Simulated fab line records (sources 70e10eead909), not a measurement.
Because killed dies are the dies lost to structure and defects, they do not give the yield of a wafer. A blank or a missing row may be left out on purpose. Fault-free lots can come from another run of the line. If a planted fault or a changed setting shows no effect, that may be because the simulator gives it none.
Which tool was responsible? :: flow nand-harc :: 14 lots with 42 wafers sampled at 4 steps, on a route of 1159 steps

== WHAT EACH GAUGE READ, for each wafer ==
Not one reading of a measure or inspect step in the record can be checked against a usual standard deviation.

== WHAT TOOL EACH LOT RAN ON (gives the tool, then ch and the chambers of the sampled wafers, and finally the start) ==
lot: L157
NHARC_A_STAIRCASE_TRIM_24: rie-diel-03 ch 0,2,3, day 10 17:46 or earlier
NHARC_A_STAIRCASE_ETCH_192: rie-diel-03 ch 0,1,3, day 10 17:46
NHARC_A_STAIRCASE_TRIM_193: rie-diel-03 ch 0,2,3, no start
NHARC_A_STAIRCASE_ETCH_199: rie-diel-02 ch 1,2,3, no start

lot: L159
NHARC_A_STAIRCASE_TRIM_24: rie-diel-02 ch 0,2,3, day 11 14:08 or earlier
NHARC_A_STAIRCASE_ETCH_192: rie-diel-03 ch 0,2, day 11 14:08
NHARC_A_STAIRCASE_TRIM_193: rie-diel-03 ch 0,1, no start
NHARC_A_STAIRCASE_ETCH_199: rie-diel-11 ch 0,1,2, no start

lot: L158
NHARC_A_STAIRCASE_TRIM_24: rie-diel-11 ch 1,2,3, day 11 14:36 or earlier
NHARC_A_STAIRCASE_ETCH_192: rie-diel-02 ch 0,2,3, day 11 14:36
NHARC_A_STAIRCASE_TRIM_193: rie-diel-02 ch 1,2,3, no start
NHARC_A_STAIRCASE_ETCH_199: rie-diel-02 ch 0,2,3, no start

lot: L160
NHARC_A_STAIRCASE_TRIM_24: rie-diel-11 ch 0,3, day 12 01:17 or earlier
NHARC_A_STAIRCASE_ETCH_192: rie-diel-03 ch 2,3, day 12 01:17
NHARC_A_STAIRCASE_TRIM_193: rie-diel-03 ch 0,1, no start
NHARC_A_STAIRCASE_ETCH_199: rie-diel-03 ch 1,2, no start

lot: L161
NHARC_A_STAIRCASE_TRIM_24: rie-diel-03 ch 1,2, day 12 01:38 or earlier
NHARC_A_STAIRCASE_ETCH_192: rie-diel-11 ch 0,1,3, day 12 01:38
NHARC_A_STAIRCASE_TRIM_193: rie-diel-11 ch 0,1,3, no start
NHARC_A_STAIRCASE_ETCH_199: rie-diel-11 ch 1,3, no start

lot: L163
NHARC_A_STAIRCASE_TRIM_24: rie-diel-02 ch 0,2,3, day 12 18:35 or earlier
NHARC_A_STAIRCASE_ETCH_192: rie-diel-02 ch 1,2,3, day 12 18:35
NHARC_A_STAIRCASE_TRIM_193: rie-diel-02 ch 0,1,3, no start
NHARC_A_STAIRCASE_ETCH_199: rie-diel-02 ch 1,2,3, no start

lot: L162
NHARC_A_STAIRCASE_TRIM_24: rie-diel-03 ch 1,2,3, day 12 17:50 or earlier
NHARC_A_STAIRCASE_ETCH_192: rie-diel-11 ch 1,2, day 12 17:50
NHARC_A_STAIRCASE_TRIM_193: rie-diel-11 ch 0,2, no start
NHARC_A_STAIRCASE_ETCH_199: rie-diel-11 ch 0,1, no start

lot: L164
NHARC_A_STAIRCASE_TRIM_24: rie-diel-02 ch 1,2, day 13 01:18 or earlier
NHARC_A_STAIRCASE_ETCH_192: rie-diel-02 ch 0,1,3, day 13 01:18
NHARC_A_STAIRCASE_TRIM_193: rie-diel-02 ch 0,1,2, no start
NHARC_A_STAIRCASE_ETCH_199: rie-diel-11 ch 0,1,3, no start

lot: L166
NHARC_A_STAIRCASE_TRIM_24: rie-diel-11 ch 0,1, day 13 02:47 or earlier
NHARC_A_STAIRCASE_ETCH_192: rie-diel-02 ch 0,2,3, day 13 02:47
NHARC_A_STAIRCASE_TRIM_193: rie-diel-02 ch 0,3, no start
NHARC_A_STAIRCASE_ETCH_199: rie-diel-03 ch 0,2,3, no start

lot: L165
NHARC_A_STAIRCASE_TRIM_24: rie-diel-11 ch 0,1,3, day 13 07:10 or earlier
NHARC_A_STAIRCASE_ETCH_192: rie-diel-02 ch 0,1,2, day 13 07:10
NHARC_A_STAIRCASE_TRIM_193: rie-diel-02 ch 0,1,2, no start
NHARC_A_STAIRCASE_ETCH_199: rie-diel-02 ch 0,1,2, no start

lot: L169
NHARC_A_STAIRCASE_TRIM_24: rie-diel-11 ch 1,2,3, day 14 05:22 or earlier
NHARC_A_STAIRCASE_ETCH_192: rie-diel-11 ch 1,2,3, day 14 05:22
NHARC_A_STAIRCASE_TRIM_193: rie-diel-11 ch 1,2,3, no start
NHARC_A_STAIRCASE_ETCH_199: rie-diel-11 ch 1,2,3, no start

lot: L175
NHARC_A_STAIRCASE_TRIM_24: rie-diel-03 ch 2,3, day 15 12:17 or earlier
NHARC_A_STAIRCASE_ETCH_192: rie-diel-02 ch 1,2,3, day 15 12:17
NHARC_A_STAIRCASE_TRIM_193: rie-diel-02 ch 0,1,2, no start
NHARC_A_STAIRCASE_ETCH_199: rie-diel-02 ch 0,1,2, no start

lot: L176
NHARC_A_STAIRCASE_TRIM_24: rie-diel-11 ch 0,3, day 15 12:29 or earlier
NHARC_A_STAIRCASE_ETCH_192: rie-diel-02 ch 0,3, day 15 12:29
NHARC_A_STAIRCASE_TRIM_193: rie-diel-02 ch 0,1, no start
NHARC_A_STAIRCASE_ETCH_199: rie-diel-11 ch 0,2,3, no start

lot: L178
NHARC_A_STAIRCASE_TRIM_24: rie-diel-02 ch 0,1, day 16 06:49 or earlier
NHARC_A_STAIRCASE_ETCH_192: rie-diel-11 ch 0,2,3, day 16 06:49
NHARC_A_STAIRCASE_TRIM_193: rie-diel-11 ch 0,2,3, no start
NHARC_A_STAIRCASE_ETCH_199: rie-diel-11 ch 0,2,3, no start
- NHARC_A_STAIRCASE_TRIM_24: chemistry O2, time 211.2 s.
- NHARC_A_STAIRCASE_ETCH_192: etches the open film in C4F8/O2, target depth 100 nm, time 40.5 s.
- NHARC_A_STAIRCASE_TRIM_193: chemistry O2, time 211.2 s.
- NHARC_A_STAIRCASE_ETCH_199: etches the open film in C4F8/O2, target depth 100 nm, time 40.5 s.

== AS READ BY THE TOOLS THEMSELVES (means over the sampled wafers that have a number; for cases with no such wafer, the mark the record gives instead) ==
NHARC_A_STAIRCASE_TRIM_24. Usual: drypump-motor-current-A 5.8 A, standard deviation 0.63; oes-product-au 0.997 a.u., standard deviation 0.015; rf-vpp-V 57.9 V, standard deviation 0.85; showerhead-plenum-p-Torr 3.55 Torr, standard deviation 0.19; throttle-valve-pct 17.036 %, standard deviation 0.0088.
lot: L157
tool: rie-diel-03
drypump-motor-current-A (A): 5.6
oes-product-au (a.u.): 1.001
rf-vpp-V (V): 58.1
showerhead-plenum-p-Torr (Torr): 3.62
throttle-valve-pct (%): 17.038
flag: 

lot: L159
tool: rie-diel-02
drypump-motor-current-A (A): 5.7
oes-product-au (a.u.): 0.999
rf-vpp-V (V): 57.5
showerhead-plenum-p-Torr (Torr): 3.60
throttle-valve-pct (%): 17.038
flag: 

lot: L158
tool: rie-diel-11
drypump-motor-current-A (A): 5.7
oes-product-au (a.u.): 0.985
rf-vpp-V (V): 56.9
showerhead-plenum-p-Torr (Torr): 3.33
throttle-valve-pct (%): 17.041
flag: 

lot: L160
tool: rie-diel-11
drypump-motor-current-A (A): 6.3
oes-product-au (a.u.): 0.986
rf-vpp-V (V): 57.9
showerhead-plenum-p-Torr (Torr): 3.65
throttle-valve-pct (%): 17.033
flag: 

lot: L161
tool: rie-diel-03
drypump-motor-current-A (A): 5.3
oes-product-au (a.u.): 0.999
rf-vpp-V (V): 57.8
showerhead-plenum-p-Torr (Torr): 3.55
throttle-valve-pct (%): 17.029
flag: 

lot: L163
tool: rie-diel-02
drypump-motor-current-A (A): 5.7
oes-product-au (a.u.): 1.006
rf-vpp-V (V): 57.2
showerhead-plenum-p-Torr (Torr): 3.60
throttle-valve-pct (%): 17.034
flag: 

lot: L162
tool: rie-diel-03
drypump-motor-current-A (A): 5.4
oes-product-au (a.u.): 1.000
rf-vpp-V (V): 57.8
showerhead-plenum-p-Torr (Torr): 3.51
throttle-valve-pct (%): 17.034
flag: 

lot: L164
tool: rie-diel-02
drypump-motor-current-A (A): 6.7
oes-product-au (a.u.): 1.002
rf-vpp-V (V): 58.5
showerhead-plenum-p-Torr (Torr): 3.62
throttle-valve-pct (%): 17.039
flag: 

lot: L166
tool: rie-diel-11
drypump-motor-current-A (A): 6.4
oes-product-au (a.u.): 0.990
rf-vpp-V (V): 58.3
showerhead-plenum-p-Torr (Torr): 3.63
throttle-valve-pct (%): 17.038
flag: 

lot: L165
tool: rie-diel-11
drypump-motor-current-A (A): 5.9
oes-product-au (a.u.): 0.979
rf-vpp-V (V): 58.1
showerhead-plenum-p-Torr (Torr): 3.49
throttle-valve-pct (%): 17.033
flag: 

lot: L169
tool: rie-diel-11
drypump-motor-current-A (A): 5.6
oes-product-au (a.u.): 0.981
rf-vpp-V (V): 57.1
showerhead-plenum-p-Torr (Torr): 3.33
throttle-valve-pct (%): 17.044
flag: 

lot: L175
tool: rie-diel-03
drypump-motor-current-A (A): 5.5
oes-product-au (a.u.): 1.022
rf-vpp-V (V): 58.5
showerhead-plenum-p-Torr (Torr): 3.60
throttle-valve-pct (%): 17.028
flag: 

lot: L176
tool: rie-diel-11
drypump-motor-current-A (A): 5.9
oes-product-au (a.u.): 0.977
rf-vpp-V (V): 58.9
showerhead-plenum-p-Torr (Torr): 3.49
throttle-valve-pct (%): 17.040
flag: 

lot: L178
tool: rie-diel-02
drypump-motor-current-A (A): 6.0
oes-product-au (a.u.): 1.012
rf-vpp-V (V): 58.0
showerhead-plenum-p-Torr (Torr): 3.70
throttle-valve-pct (%): 17.035
flag: 

NHARC_A_STAIRCASE_ETCH_192. Usual: bias-w 999.9 W, standard deviation 2.9; oes-product-au 0.939 a.u., standard deviation 0.014; rf-fwd-power-W 591.3 W, standard deviation 2.8; rf-vpp-V 896 V, standard deviation 6.7; run-length-s 61.78 s, standard deviation 0.3.
lot: L157
tool: rie-diel-03
bias-w (W): 1000.0
oes-product-au (a.u.): 0.949
rf-fwd-power-W (W): 589.3
rf-vpp-V (V): 896
run-length-s (s): 61.71
flag: 

lot: L159
tool: rie-diel-03
bias-w (W): 1001.7
oes-product-au (a.u.): 0.955
rf-fwd-power-W (W): 591.8
rf-vpp-V (V): 904
run-length-s (s): 61.89
flag: 

lot: L158
tool: rie-diel-02
bias-w (W): 1000.7
oes-product-au (a.u.): 0.935
rf-fwd-power-W (W): 591.4
rf-vpp-V (V): 899
run-length-s (s): 61.76
flag: 

lot: L160
tool: rie-diel-03
bias-w (W): 1000.8
oes-product-au (a.u.): 0.942
rf-fwd-power-W (W): 587.9
rf-vpp-V (V): 894
run-length-s (s): 61.89
flag: 

lot: L161
tool: rie-diel-11
bias-w (W): 997.9
oes-product-au (a.u.): 0.924
rf-fwd-power-W (W): 591.2
rf-vpp-V (V): 894
run-length-s (s): 61.61
flag: 

lot: L163
tool: rie-diel-02
bias-w (W): 998.3
oes-product-au (a.u.): 0.941
rf-fwd-power-W (W): 591.4
rf-vpp-V (V): 898
run-length-s (s): 61.95
flag: 

lot: L162
tool: rie-diel-11
bias-w (W): 1002.0
oes-product-au (a.u.): 0.941
rf-fwd-power-W (W): 592.8
rf-vpp-V (V): 888
run-length-s (s): 62.06
flag: 

lot: L164
tool: rie-diel-02
bias-w (W): 999.7
oes-product-au (a.u.): 0.939
rf-fwd-power-W (W): 590.4
rf-vpp-V (V): 900
run-length-s (s): 61.75
flag: 

lot: L166
tool: rie-diel-02
bias-w (W): 1002.0
oes-product-au (a.u.): 0.933
rf-fwd-power-W (W): 593.2
rf-vpp-V (V): 899
run-length-s (s): 61.76
flag: 

lot: L165
tool: rie-diel-02
bias-w (W): 1000.2
oes-product-au (a.u.): 0.940
rf-fwd-power-W (W): 591.7
rf-vpp-V (V): 901
run-length-s (s): 61.95
flag: 

lot: L169
tool: rie-diel-11
bias-w (W): 999.5
oes-product-au (a.u.): 0.913
rf-fwd-power-W (W): 592.5
rf-vpp-V (V): 889
run-length-s (s): 61.62
flag: 

lot: L175
tool: rie-diel-02
bias-w (W): 1000.3
oes-product-au (a.u.): 0.950
rf-fwd-power-W (W): 592.4
rf-vpp-V (V): 897
run-length-s (s): 74.43
flag: OFF

lot: L176
tool: rie-diel-02
bias-w (W): 996.3
oes-product-au (a.u.): 0.942
rf-fwd-power-W (W): 590.3
rf-vpp-V (V): 895
run-length-s (s): 74.77
flag: OFF

lot: L178
tool: rie-diel-11
bias-w (W): 994.7
oes-product-au (a.u.): 0.944
rf-fwd-power-W (W): 590.8
rf-vpp-V (V): 894
run-length-s (s): 61.93
flag: 

NHARC_A_STAIRCASE_TRIM_193. Usual: drypump-motor-current-A 5.8 A, standard deviation 0.64; oes-product-au 0.998 a.u., standard deviation 0.014; rf-vpp-V 57.7 V, standard deviation 0.92; showerhead-plenum-p-Torr 3.54 Torr, standard deviation 0.19; throttle-valve-pct 17.036 %, standard deviation 0.0093.
lot: L157
tool: rie-diel-03
drypump-motor-current-A (A): 5.6
oes-product-au (a.u.): 1.001
rf-vpp-V (V): 58.2
showerhead-plenum-p-Torr (Torr): 3.62
throttle-valve-pct (%): 17.039
flag: 

lot: L159
tool: rie-diel-03
drypump-motor-current-A (A): 5.4
oes-product-au (a.u.): 0.993
rf-vpp-V (V): 57.3
showerhead-plenum-p-Torr (Torr): 3.55
throttle-valve-pct (%): 17.034
flag: 

lot: L158
tool: rie-diel-02
drypump-motor-current-A (A): 6.3
oes-product-au (a.u.): 1.002
rf-vpp-V (V): 58.0
showerhead-plenum-p-Torr (Torr): 3.57
throttle-valve-pct (%): 17.034
flag: 

lot: L160
tool: rie-diel-03
drypump-motor-current-A (A): 5.4
oes-product-au (a.u.): 1.004
rf-vpp-V (V): 57.4
showerhead-plenum-p-Torr (Torr): 3.55
throttle-valve-pct (%): 17.028
flag: 

lot: L161
tool: rie-diel-11
drypump-motor-current-A (A): 5.9
oes-product-au (a.u.): 0.985
rf-vpp-V (V): 57.6
showerhead-plenum-p-Torr (Torr): 3.49
throttle-valve-pct (%): 17.039
flag: 

lot: L163
tool: rie-diel-02
drypump-motor-current-A (A): 5.7
oes-product-au (a.u.): 1.010
rf-vpp-V (V): 57.8
showerhead-plenum-p-Torr (Torr): 3.62
throttle-valve-pct (%): 17.032
flag: 

lot: L162
tool: rie-diel-11
drypump-motor-current-A (A): 6.3
oes-product-au (a.u.): 1.000
rf-vpp-V (V): 57.1
showerhead-plenum-p-Torr (Torr): 3.48
throttle-valve-pct (%): 17.042
flag: 

lot: L164
tool: rie-diel-02
drypump-motor-current-A (A): 6.1
oes-product-au (a.u.): 0.998
rf-vpp-V (V): 58.4
showerhead-plenum-p-Torr (Torr): 3.68
throttle-valve-pct (%): 17.040
flag: 

lot: L166
tool: rie-diel-02
drypump-motor-current-A (A): 5.3
oes-product-au (a.u.): 0.998
rf-vpp-V (V): 56.7
showerhead-plenum-p-Torr (Torr): 3.53
throttle-valve-pct (%): 17.033
flag: 

lot: L165
tool: rie-diel-02
drypump-motor-current-A (A): 6.1
oes-product-au (a.u.): 0.996
rf-vpp-V (V): 58.1
showerhead-plenum-p-Torr (Torr): 3.68
throttle-valve-pct (%): 17.032
flag: 

lot: L169
tool: rie-diel-11
drypump-motor-current-A (A): 5.6
oes-product-au (a.u.): 0.990
rf-vpp-V (V): 57.4
showerhead-plenum-p-Torr (Torr): 3.32
throttle-valve-pct (%): 17.035
flag: 

lot: L175
tool: rie-diel-02
drypump-motor-current-A (A): 6.1
oes-product-au (a.u.): 1.012
rf-vpp-V (V): 57.9
showerhead-plenum-p-Torr (Torr): 3.67
throttle-valve-pct (%): 17.035
flag: 

lot: L176
tool: rie-diel-02
drypump-motor-current-A (A): 6.0
oes-product-au (a.u.): 1.012
rf-vpp-V (V): 57.8
showerhead-plenum-p-Torr (Torr): 3.70
throttle-valve-pct (%): 17.037
flag: 

lot: L178
tool: rie-diel-11
drypump-motor-current-A (A): 6.1
oes-product-au (a.u.): 0.996
rf-vpp-V (V): 57.4
showerhead-plenum-p-Torr (Torr): 3.47
throttle-valve-pct (%): 17.036
flag: 

NHARC_A_STAIRCASE_ETCH_199. Usual: bias-w 1000.1 W, standard deviation 2.8; oes-product-au 0.939 a.u., standard deviation 0.017; rf-fwd-power-W 591.1 W, standard deviation 2.5; rf-vpp-V 896 V, standard deviation 6.8; run-length-s 61.80 s, standard deviation 0.29.
lot: L157
tool: rie-diel-02
bias-w (W): 998.2
oes-product-au (a.u.): 0.933
rf-fwd-power-W (W): 590.0
rf-vpp-V (V): 896
run-length-s (s): 61.63
flag: 

lot: L159
tool: rie-diel-11
bias-w (W): 999.2
oes-product-au (a.u.): 0.955
rf-fwd-power-W (W): 592.5
rf-vpp-V (V): 895
run-length-s (s): 61.89
flag: 

lot: L158
tool: rie-diel-02
bias-w (W): 999.1
oes-product-au (a.u.): 0.939
rf-fwd-power-W (W): 591.8
rf-vpp-V (V): 898
run-length-s (s): 61.63
flag: 

lot: L160
tool: rie-diel-03
bias-w (W): 1002.2
oes-product-au (a.u.): 0.943
rf-fwd-power-W (W): 594.4
rf-vpp-V (V): 901
run-length-s (s): 62.00
flag: 

lot: L161
tool: rie-diel-11
bias-w (W): 1000.4
oes-product-au (a.u.): 0.920
rf-fwd-power-W (W): 591.6
rf-vpp-V (V): 889
run-length-s (s): 61.58
flag: 

lot: L163
tool: rie-diel-02
bias-w (W): 998.7
oes-product-au (a.u.): 0.955
rf-fwd-power-W (W): 591.5
rf-vpp-V (V): 897
run-length-s (s): 61.67
flag: 

lot: L162
tool: rie-diel-11
bias-w (W): 1001.6
oes-product-au (a.u.): 0.920
rf-fwd-power-W (W): 588.6
rf-vpp-V (V): 899
run-length-s (s): 61.88
flag: 

lot: L164
tool: rie-diel-11
bias-w (W): 1000.0
oes-product-au (a.u.): 0.924
rf-fwd-power-W (W): 589.8
rf-vpp-V (V): 894
run-length-s (s): 61.63
flag: 

lot: L166
tool: rie-diel-03
bias-w (W): 1002.1
oes-product-au (a.u.): 0.958
rf-fwd-power-W (W): 586.3
rf-vpp-V (V): 899
run-length-s (s): 61.67
flag: 

lot: L165
tool: rie-diel-02
bias-w (W): 1002.2
oes-product-au (a.u.): 0.941
rf-fwd-power-W (W): 592.2
rf-vpp-V (V): 901
run-length-s (s): 61.63
flag: 

lot: L169
tool: rie-diel-11
bias-w (W): 1002.1
oes-product-au (a.u.): 0.912
rf-fwd-power-W (W): 593.2
rf-vpp-V (V): 889
run-length-s (s): 61.59
flag: 

lot: L175
tool: rie-diel-02
bias-w (W): 1000.0
oes-product-au (a.u.): 0.940
rf-fwd-power-W (W): 591.3
rf-vpp-V (V): 902
run-length-s (s): 62.03
flag: 

lot: L176
tool: rie-diel-11
bias-w (W): 1000.5
oes-product-au (a.u.): 0.930
rf-fwd-power-W (W): 590.1
rf-vpp-V (V): 893
run-length-s (s): 61.87
flag: 

lot: L178
tool: rie-diel-11
bias-w (W): 1000.1
oes-product-au (a.u.): 0.936
rf-fwd-power-W (W): 591.0
rf-vpp-V (V): 894
run-length-s (s): 62.23
flag: 

== THE ANSWER, worked out from the rows above alone ==
Rule: take the mean of a lot's wafers that have a number; if it is more than 3 standard deviations from the usual mean, the lot is off. A lot without any number at a reading at which 4 lots or more have one is off too. The other lots that the step has rows for count as sound. After the gauges, taken in route order, come the tools' own readings; for these a lot's mean is taken, as printed above. The first step at which some lot is off is used, and at that step the reading that is off furthest; a lot without a number counts as furthest.
Off at NHARC_A_STAIRCASE_ETCH_192 (run-length-s): L175, L176.
If a tool, at that step or one of the process steps before it, ran each lot that is off and ran no sound lot following the first of them, it fits. NHARC_A_STAIRCASE_TRIM_24 gives no start for some lots, so the hours and the order of its lots are those of NHARC_A_STAIRCASE_ETCH_192. One candidate fits, namely rie-diel-02 at NHARC_A_STAIRCASE_ETCH_192. A fault onset in the window from L165 (day 13 07:10, its last sound lot) to L175 (day 15 12:17, its first lot off) fits.
On the lots that are off, the tool's own readings at NHARC_A_STAIRCASE_ETCH_192 differ by more than 5 times the standard deviation of the sound lots' means, which bears it out; run-length-s reads 74.60 s there versus 61.82 s on the sound lots.

== WHAT THE SIMULATOR PUT IN ==
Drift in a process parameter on rie-diel-02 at NHARC_A_STAIRCASE_ETCH_192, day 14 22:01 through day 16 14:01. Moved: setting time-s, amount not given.
Struck lots among those shown: L175, L176. The rule above found the same.
